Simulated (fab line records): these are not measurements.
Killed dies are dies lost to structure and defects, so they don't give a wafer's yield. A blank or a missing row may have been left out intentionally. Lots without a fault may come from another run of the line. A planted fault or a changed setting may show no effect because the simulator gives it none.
Which tool was responsible? + flow n5 finfet + 72 wafers from 24 lots sampled at 6 of the route's 1938 steps

## WHAT EACH GAUGE READ, for each wafer
N5_BEOL_M5_OVL_MEAS_29.
| lot  | measured     | on         | V4_OVL (nm)    |
|------|--------------|------------|----------------|
| L074 | day 8 07:44  | overlay-02 | -0.9 -0.6 -0.6 |
| L075 | day 8 09:24  | overlay-02 | -0.2 0.3 -0.3  |
| L076 | day 8 18:40  | overlay-02 | -1.5 -0.6 0.2  |
| L077 | day 9 02:56  | overlay-01 | 1.2 1.0 0.0    |
| L078 | day 9 08:41  | overlay-02 | 2.0 0.8 0.6    |
| L080 | day 9 15:05  | overlay-01 | 0.7 0.4 0.9    |
| L081 | day 10 01:46 | overlay-01 | -0.7 -0.6 -0.4 |
| L079 | day 10 01:50 | overlay-01 | 0.0 -0.8 0.2   |
| L083 | day 10 07:34 | overlay-01 | -0.8 0.2 -0.8  |
| L082 | day 10 19:43 | overlay-01 | 0.2 -1.5 -0.9  |
| L084 | day 11 01:55 | overlay-02 | 0.7 0.2 0.0    |
| L085 | day 11 07:22 | overlay-01 | 0.7 -0.1 0.0   |
| L086 | day 11 12:26 | overlay-01 | 0.2 -0.4 -1.2  |
| L087 | day 11 18:35 | overlay-02 | -0.3 1.6 0.4   |
| L088 | day 11 21:57 | overlay-01 | 0.9 1.3 1.5    |
| L089 | day 12 01:26 | overlay-01 | -0.5 -0.9 0.0  |
| L090 | day 12 09:20 | overlay-02 | 1.3 1.5 0.6    |
| L091 | day 12 13:19 | overlay-01 | -0.9 -1.4 -1.5 |
| L092 | day 13 01:20 | overlay-01 | 1.6 0.2 0.3    |
| L093 | day 13 08:32 | overlay-01 | 1.1 0.2 -0.6   |
| L094 | day 13 08:22 | overlay-02 | -1.5 -0.8 0.9  |
| L095 | day 13 21:06 | overlay-02 | -2.8 -0.2 -0.4 |
| L096 | day 14 00:54 | overlay-02 | -0.4 -1.0 0.5  |
| L097 | day 14 13:14 | overlay-01 | -0.6 -0.4 -0.6 |

## TOOL THAT RAN EACH LOT (tool first, then ch and the chambers of the sampled wafers, then the start)
| lot  | N5_BEOL_M4_TRENCH_ETCH_37                     | N5_BEOL_M4_ANNEAL_89         | N5_BEOL_M4_ANNEAL_95         | N5_BEOL_M5_CURE_79            | N5_BEOL_M5_HM_OPEN_17             |
|------|-----------------------------------------------|------------------------------|------------------------------|-------------------------------|-----------------------------------|
| L074 | rie diel-03 ch 0,1, day 8 01:49 or earlier    | pvd sputter-01, day 8 01:49  | pvd sputter-01, day 8 02:28  | uv cure-02 ch 2, day 8 05:20  | rie metal-02 ch 0,1, day 8 07:10  |
| L075 | rie diel-05 ch 0,2, day 8 02:28 or earlier    | pvd sputter-03, day 8 02:28  | pvd sputter-03, day 8 03:07  | uv cure-03 ch 0, day 8 05:23  | rie metal-01 ch 0,1, day 8 08:47  |
| L076 | rie diel-02 ch 0,2,3, day 8 10:55 or earlier  | pvd sputter-02, day 8 10:55  | pvd sputter-02, day 8 11:35  | uv cure-02 ch 2, day 8 15:18  | rie metal-01 ch 0,1, day 8 18:00  |
| L077 | rie diel-02 ch 0,3, day 8 18:42 or earlier    | pvd sputter-03, day 8 18:42  | pvd sputter-03, day 8 19:22  | uv cure-03 ch 2, day 8 21:56  | rie metal-01 ch 0,1, day 8 23:41  |
| L078 | rie diel-03 ch 0,1,3, day 8 23:55 or earlier  | pvd sputter-02, day 8 23:55  | pvd sputter-02, day 9 00:35  | uv cure-01 ch 0, day 9 04:07  | rie metal-02 ch 0,1, day 9 07:58  |
| L080 | rie diel-02 ch 0,1, day 9 08:52 or earlier    | pvd sputter-03, day 9 08:52  | pvd sputter-03, day 9 09:31  | uv cure-03 ch 0, day 9 12:11  | rie metal-02 ch 0,1, day 9 14:10  |
| L081 | rie diel-03 ch 0,1, day 9 17:55 or earlier    | pvd sputter-03, day 9 17:55  | pvd sputter-03, day 9 18:35  | uv cure-01 ch 2, day 9 23:13  | rie metal-01 ch 0,1, day 10 00:53 |
| L079 | rie diel-05 ch 0,1,2, day 9 18:05 or earlier  | pvd sputter-01, day 9 18:05  | pvd sputter-01, day 9 18:44  | uv cure-03 ch 2, day 9 23:51  | rie metal-02 ch 0,1, day 10 01:10 |
| L083 | rie diel-03 ch 1,3, day 9 22:42 or earlier    | pvd sputter-01, day 9 22:42  | pvd sputter-01, day 9 23:22  | uv cure-01 ch 1, day 10 03:53 | rie metal-01 ch 0,1, day 10 05:58 |
| L082 | rie diel-03 ch 1,2,3, day 10 10:49 or earlier | pvd sputter-01, day 10 10:49 | pvd sputter-01, day 10 11:28 | uv cure-02 ch 1, day 10 16:34 | rie metal-01 ch 1, day 10 19:04   |
| L084 | rie diel-02 ch 0,2,3, day 10 17:07 or earlier | pvd sputter-02, day 10 17:07 | pvd sputter-02, day 10 17:46 | uv cure-02 ch 2, day 10 23:20 | rie metal-01 ch 0,1, day 11 01:13 |
| L085 | rie diel-03 ch 1,3, day 10 19:48 or earlier   | pvd sputter-02, day 10 19:48 | pvd sputter-02, day 10 20:28 | uv cure-03 ch 0, day 11 03:11 | rie metal-02 ch 0, day 11 04:56   |
| L086 | rie diel-05 ch 1,2,3, day 10 23:11 or earlier | pvd sputter-01, day 10 23:11 | pvd sputter-01, day 10 23:50 | uv cure-03 ch 2, day 11 04:51 | rie metal-02 ch 0, day 11 08:05   |
| L087 | rie diel-03 ch 0,1,3, day 11 10:07 or earlier | pvd sputter-01, day 11 10:07 | pvd sputter-01, day 11 10:46 | uv cure-02 ch 1, day 11 13:03 | rie metal-01 ch 0, day 11 15:06   |
| L088 | rie diel-02 ch 0,1,3, day 11 15:19 or earlier | pvd sputter-01, day 11 15:19 | pvd sputter-01, day 11 15:58 | uv cure-01 ch 2, day 11 18:19 | rie metal-02 ch 0,1, day 11 20:02 |
| L089 | rie diel-03 ch 0,1,3, day 11 17:15 or earlier | pvd sputter-01, day 11 17:15 | pvd sputter-01, day 11 17:55 | uv cure-02 ch 2, day 11 21:08 | rie metal-02 ch 0,1, day 11 23:47 |
| L090 | rie diel-02 ch 0,3, day 12 00:38 or earlier   | pvd sputter-03, day 12 00:38 | pvd sputter-03, day 12 01:17 | uv cure-01 ch 2, day 12 03:35 | rie metal-02 ch 0,1, day 12 06:27 |
| L091 | rie diel-02 ch 1,2,3, day 12 03:58 or earlier | pvd sputter-03, day 12 03:58 | pvd sputter-03, day 12 04:37 | uv cure-02 ch 0, day 12 06:53 | rie metal-03 ch 0,1, day 12 11:26 |
| L092 | rie diel-05 ch 2,3, day 12 18:46 or earlier   | pvd sputter-02, day 12 18:46 | pvd sputter-02, day 12 19:25 | uv cure-02 ch 0, day 12 21:42 | rie metal-01 ch 1, day 12 23:37   |
| L093 | rie diel-05 ch 2,3, day 13 00:46 or earlier   | pvd sputter-01, day 13 00:46 | pvd sputter-01, day 13 01:26 | uv cure-03 ch 2, day 13 03:42 | rie metal-03 ch 0,1, day 13 07:01 |
| L094 | rie diel-05 ch 0,2, day 13 02:37 or earlier   | pvd sputter-01, day 13 02:37 | pvd sputter-01, day 13 03:16 | uv cure-01 ch 1, day 13 05:32 | rie metal-02 ch 0,1, day 13 07:26 |
| L095 | rie diel-02 ch 0,1,2, day 13 13:22 or earlier | pvd sputter-03, day 13 13:22 | pvd sputter-03, day 13 14:01 | uv cure-02 ch 1, day 13 16:17 | rie metal-02 ch 0,1, day 13 19:30 |
| L096 | rie diel-02 ch 0,2,3, day 13 18:29 or earlier | pvd sputter-02, day 13 18:29 | pvd sputter-02, day 13 19:08 | uv cure-03 ch 0, day 13 21:46 | rie metal-02 ch 0, day 13 23:13   |
| L097 | rie diel-05 ch 1,2, day 14 07:11 or earlier   | pvd sputter-02, day 14 07:11 | pvd sputter-02, day 14 07:50 | uv cure-01 ch 2, day 14 10:09 | rie metal-02 ch 0,1, day 14 12:09 |
- N5_BEOL_M4_TRENCH_ETCH_37: etches SiOC in C4F6/O2, target depth 55.555 nm, time 29.2 s.
- N5_BEOL_M4_ANNEAL_89: time 240 s.
- N5_BEOL_M4_ANNEAL_95: time 240 s.
- N5_BEOL_M5_CURE_79: cures SiCOH lowk, time 240 s.
- N5_BEOL_M5_HM_OPEN_17: chemistry Cl2/BCl3, target TiN, target depth 20 nm, overetch 6 nm.

## AS READ BY THE TOOLS THEMSELVES (means over the sampled wafers that have a number; for cases with no such wafer, the mark the record gives instead)
N5_BEOL_M4_TRENCH_ETCH_37.
| lot  | tool        | drypump motor current A (A) | oes product au (a.u.) | rf vpp V (V) | showerhead plenum p Torr (Torr) | throttle valve pct (%) |
|------|-------------|-----------------------------|-----------------------|--------------|---------------------------------|------------------------|
| L074 | rie diel-03 | 6.3                         | 0.74                  | 651          | 2.85                            | 20.94                  |
| L075 | rie diel-05 | 5.7                         | 0.78                  | 673          | 2.89                            | 20.67                  |
| L076 | rie diel-02 | 6.0                         | 0.77                  | 675          | 2.73                            | 20.96                  |
| L077 | rie diel-02 | 6.1                         | 0.82                  | 661          | 2.72                            | 20.89                  |
| L078 | rie diel-03 | 6.2                         | 0.72                  | 651          | 2.83                            | 20.84                  |
| L080 | rie diel-02 | 6.0                         | 0.74                  | 673          | 2.74                            | 20.94                  |
| L081 | rie diel-03 | 6.3                         | 0.69                  | 655          | 2.82                            | 20.95                  |
| L079 | rie diel-05 | 5.5                         | 0.77                  | 674          | 2.88                            | 20.82                  |
| L083 | rie diel-03 | 6.2                         | 0.74                  | 646          | 2.86                            | 20.86                  |
| L082 | rie diel-03 | 5.9                         | 0.82                  | 648          | 2.83                            | 20.71                  |
| L084 | rie diel-02 | 6.0                         | 0.83                  | 674          | 2.72                            | 20.86                  |
| L085 | rie diel-03 | 6.0                         | 0.72                  | 646          | 2.84                            | 20.77                  |
| L086 | rie diel-05 | 5.7                         | 0.75                  | 674          | 2.89                            | 20.97                  |
| L087 | rie diel-03 | 6.2                         | 0.83                  | 651          | 2.82                            | 20.75                  |
| L088 | rie diel-02 | 5.9                         | 0.75                  | 668          | 2.78                            | 20.94                  |
| L089 | rie diel-03 | 6.1                         | 0.82                  | 651          | 2.82                            | 20.75                  |
| L090 | rie diel-02 | 6.1                         | 0.78                  | 661          | 2.71                            | 20.94                  |
| L091 | rie diel-02 | 5.7                         | 0.80                  | 676          | 2.83                            | 20.83                  |
| L092 | rie diel-05 | 6.2                         | 0.74                  | 677          | 2.88                            | 21.03                  |
| L093 | rie diel-05 | 6.2                         | 0.75                  | 676          | 2.88                            | 21.03                  |
| L094 | rie diel-05 | 5.6                         | 0.89                  | 678          | 2.82                            | 20.52                  |
| L095 | rie diel-02 | 5.9                         | 0.76                  | 682          | 2.78                            | 20.89                  |
| L096 | rie diel-02 | 6.0                         | 0.80                  | 673          | 2.71                            | 20.91                  |
| L097 | rie diel-05 | 5.4                         | 0.88                  | 678          | 2.82                            | 20.71                  |

N5_BEOL_M4_ANNEAL_89.
| lot  | tool           | heater power w (W) |
|------|----------------|--------------------|
| L074 | pvd sputter-01 | 923                |
| L075 | pvd sputter-03 | 892                |
| L076 | pvd sputter-02 | 742                |
| L077 | pvd sputter-03 | 878                |
| L078 | pvd sputter-02 | 820                |
| L080 | pvd sputter-03 | 899                |
| L081 | pvd sputter-03 | 890                |
| L079 | pvd sputter-01 | 824                |
| L083 | pvd sputter-01 | 938                |
| L082 | pvd sputter-01 | 868                |
| L084 | pvd sputter-02 | 832                |
| L085 | pvd sputter-02 | 699                |
| L086 | pvd sputter-01 | 871                |
| L087 | pvd sputter-01 | 938                |
| L088 | pvd sputter-01 | 776                |
| L089 | pvd sputter-01 | 941                |
| L090 | pvd sputter-03 | 879                |
| L091 | pvd sputter-03 | 852                |
| L092 | pvd sputter-02 | 702                |
| L093 | pvd sputter-01 | 866                |
| L094 | pvd sputter-01 | 844                |
| L095 | pvd sputter-03 | 872                |
| L096 | pvd sputter-02 | 790                |
| L097 | pvd sputter-02 | 731                |

N5_BEOL_M4_ANNEAL_95.
| lot  | tool           | heater power w (W) |
|------|----------------|--------------------|
| L074 | pvd sputter-01 | 940                |
| L075 | pvd sputter-03 | 893                |
| L076 | pvd sputter-02 | 749                |
| L077 | pvd sputter-03 | 877                |
| L078 | pvd sputter-02 | 829                |
| L080 | pvd sputter-03 | 910                |
| L081 | pvd sputter-03 | 912                |
| L079 | pvd sputter-01 | 846                |
| L083 | pvd sputter-01 | 936                |
| L082 | pvd sputter-01 | 867                |
| L084 | pvd sputter-02 | 816                |
| L085 | pvd sputter-02 | 703                |
| L086 | pvd sputter-01 | 886                |
| L087 | pvd sputter-01 | 944                |
| L088 | pvd sputter-01 | 791                |
| L089 | pvd sputter-01 | 941                |
| L090 | pvd sputter-03 | 878                |
| L091 | pvd sputter-03 | 859                |
| L092 | pvd sputter-02 | 701                |
| L093 | pvd sputter-01 | 875                |
| L094 | pvd sputter-01 | 853                |
| L095 | pvd sputter-03 | 865                |
| L096 | pvd sputter-02 | 773                |
| L097 | pvd sputter-02 | 740                |

N5_BEOL_M5_CURE_79.
| lot  | tool       | lamp power pct (%) | wafer_temp_C_max |
|------|------------|--------------------|------------------|
| L074 | uv cure-02 | 52.34              | 388.4            |
| L075 | uv cure-03 | 52.32              | 387.6            |
| L076 | uv cure-02 | 52.36              | 388.3            |
| L077 | uv cure-03 | 52.32              | 388.0            |
| L078 | uv cure-01 | 52.33              | 387.3            |
| L080 | uv cure-03 | 52.30              | 387.8            |
| L081 | uv cure-01 | 52.35              | 386.7            |
| L079 | uv cure-03 | 52.34              | 387.6            |
| L083 | uv cure-01 | 52.34              | 386.4            |
| L082 | uv cure-02 | 52.33              | 386.2            |
| L084 | uv cure-02 | 52.33              | 387.9            |
| L085 | uv cure-03 | 52.31              | 387.7            |
| L086 | uv cure-03 | 52.26              | 388.0            |
| L087 | uv cure-02 | 52.37              | 386.4            |
| L088 | uv cure-01 | 52.32              | 387.5            |
| L089 | uv cure-02 | 52.32              | 387.9            |
| L090 | uv cure-01 | 52.27              | 387.3            |
| L091 | uv cure-02 | 52.35              | 387.2            |
| L092 | uv cure-02 | 52.28              | 386.8            |
| L093 | uv cure-03 | 52.42              | 387.0            |
| L094 | uv cure-01 | 52.31              | 386.0            |
| L095 | uv cure-02 | 52.28              | 386.2            |
| L096 | uv cure-03 | 52.34              | 387.5            |
| L097 | uv cure-01 | 52.38              | 387.6            |

N5_BEOL_M5_HM_OPEN_17.
| lot  | tool         | drypump motor current A (A) | oes product au (a.u.) | throttle valve pct (%) |
|------|--------------|-----------------------------|-----------------------|------------------------|
| L074 | rie metal-02 | 5.5                         | 0.56                  | 22.37                  |
| L075 | rie metal-01 | 6.0                         | 0.58                  | 22.16                  |
| L076 | rie metal-01 | 6.1                         | 0.56                  | 22.33                  |
| L077 | rie metal-01 | 6.0                         | 0.58                  | 22.16                  |
| L078 | rie metal-02 | 5.5                         | 0.55                  | 22.37                  |
| L080 | rie metal-02 | 5.5                         | 0.55                  | 22.35                  |
| L081 | rie metal-01 | 6.1                         | 0.56                  | 22.33                  |
| L079 | rie metal-02 | 5.5                         | 0.55                  | 22.38                  |
| L083 | rie metal-01 | 6.1                         | 0.56                  | 22.33                  |
| L082 | rie metal-01 | 6.0                         | 0.59                  | 22.00                  |
| L084 | rie metal-01 | 6.0                         | 0.57                  | 22.17                  |
| L085 | rie metal-02 | 5.7                         | 0.81                  | 21.97                  |
| L086 | rie metal-02 | 5.7                         | 0.81                  | 21.97                  |
| L087 | rie metal-01 | 6.1                         | 0.53                  | 22.51                  |
| L088 | rie metal-02 | 5.3                         | 0.65                  | 22.37                  |
| L089 | rie metal-02 | 5.5                         | 0.72                  | 22.17                  |
| L090 | rie metal-02 | 5.3                         | 0.65                  | 22.38                  |
| L091 | rie metal-03 | 6.1                         | 0.66                  | 22.35                  |
| L092 | rie metal-01 | 6.0                         | 0.58                  | 22.01                  |
| L093 | rie metal-03 | 6.2                         | 0.62                  | 22.34                  |
| L094 | rie metal-02 | 5.5                         | 0.70                  | 22.18                  |
| L095 | rie metal-02 | 5.3                         | 0.65                  | 22.38                  |
| L096 | rie metal-02 | 5.7                         | 0.75                  | 22.00                  |
| L097 | rie metal-02 | 5.3                         | 0.64                  | 22.38                  |

## THE ANSWER, worked out from the rows above alone
Rule: what is usual is taken from the lots themselves. The widest of any qualifying gaps counts: lots, ordered by their means at a reading, are off when they make up no more than a third of the lots, leave a main group of 4 or more, and stand apart from it by 3 or more times the standard deviation of that group's means. If all means in a main group match to the digits the tables above print for the reading, that group is not used. Also off: a lot with no number at a reading for which 4 or more lots have one. All remaining lots with rows at the step are treated as sound. Order of review: gauges by route order, followed by the tools' own readings, for which a lot's mean as printed above is used. The first step at which some lot is off is used, and at that step the reading that is off furthest; a lot without a number counts as furthest.
Nothing can be told from this: no lot is off at any reading shown.

## WHAT THE SIMULATOR HAD PUT IN
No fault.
